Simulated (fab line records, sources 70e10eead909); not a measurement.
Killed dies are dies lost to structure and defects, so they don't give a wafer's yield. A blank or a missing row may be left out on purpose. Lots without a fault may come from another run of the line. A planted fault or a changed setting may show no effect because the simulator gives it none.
One fault seen from 2 desks | flow nand_harc | each desk has only its own numbers; what lay behind them comes last

THE TOOL OWNER'S DESK: rie_metal-03
The tool's own readings at NHARC_THIN_TSV_ETCH_36 (etches the open film in Cl2/BCl3, target depth 65 nm, time 18.571 s): means of the sampled wafers that have a number, for each lot that ran on this tool. A lot is out of limits, marked OUT, if its mean lies more than 4 standard deviations from the usual mean; the brackets give that distance.
Columns: A = drypump_motor_current_A at NHARC_THIN_TSV_ETCH_36, usual 6.0 A; B = oes_product_au at NHARC_THIN_TSV_ETCH_36, usual 0.998 a.u.
lot  | first seen here | A   | B
L761 | day 25 09:21    | 6.4 | 0.996
L767 | day 28 02:31    | 6.4 | 0.996
L769 | day 29 08:48    | 6.1 | 0.987
L776 | day 32 11:31    | 6.4 | 0.886 (-10) OUT
L778 | day 33 03:32    | 6.1 | 0.889 (-9.9) OUT
This desk's finding: out of limits on L776, L778; first on L776, day 32 11:31 (oes_product_au at NHARC_THIN_TSV_ETCH_36). In limits: L761, L767, L769.

THE METROLOGY DESK
What the gauges read, lot by lot, whatever tool the lot ran on: means of the sampled wafers that have a number. A lot is out of limits, marked OUT, if its mean lies more than 4 standard deviations from the usual mean; the brackets give that distance.
Columns: A = thk_nm at NHARC_A_BONDPAD_THK_MEAS_20, usual 170.3 nm
lot  | first seen here | A
L756 | day 23 02:25    | 171.0
L758 | day 23 15:07    | 171.7
L760 | day 24 03:21    | 169.1
L761 | day 24 11:42    | 170.8
L764 | day 26 16:31    | 168.7
L767 | day 27 05:08    | 169.4
L768 | day 28 10:26    | 170.5
L769 | day 28 11:07    | 169.6
L776 | day 31 13:47    | 171.6
L778 | day 32 02:46    | 169.2
L779 | day 33 18:30    | 170.8
This desk's finding: nothing out of limits on any of the 11 lots.

PUT TOGETHER
The tool owner's desk could have raised an alarm at day 32 11:31, on L776, L778.
The metrology desk saw nothing out of limits.
The metrology desk has L776, L778 on record, within its limits.
Of the lots named, all ran NHARC_THIN_TSV_ETCH_36 on rie_metal-03.

WHAT THE SIMULATOR HAD PUT IN
Process parameter drift: rie_metal-03, from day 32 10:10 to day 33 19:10, at NHARC_THIN_TSV_ETCH_36. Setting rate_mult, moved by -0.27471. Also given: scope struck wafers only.
Lots struck among those shown: L776, L778.
Hours from the fault's start to each desk's first reading out of limits: the tool owner's desk, 1.
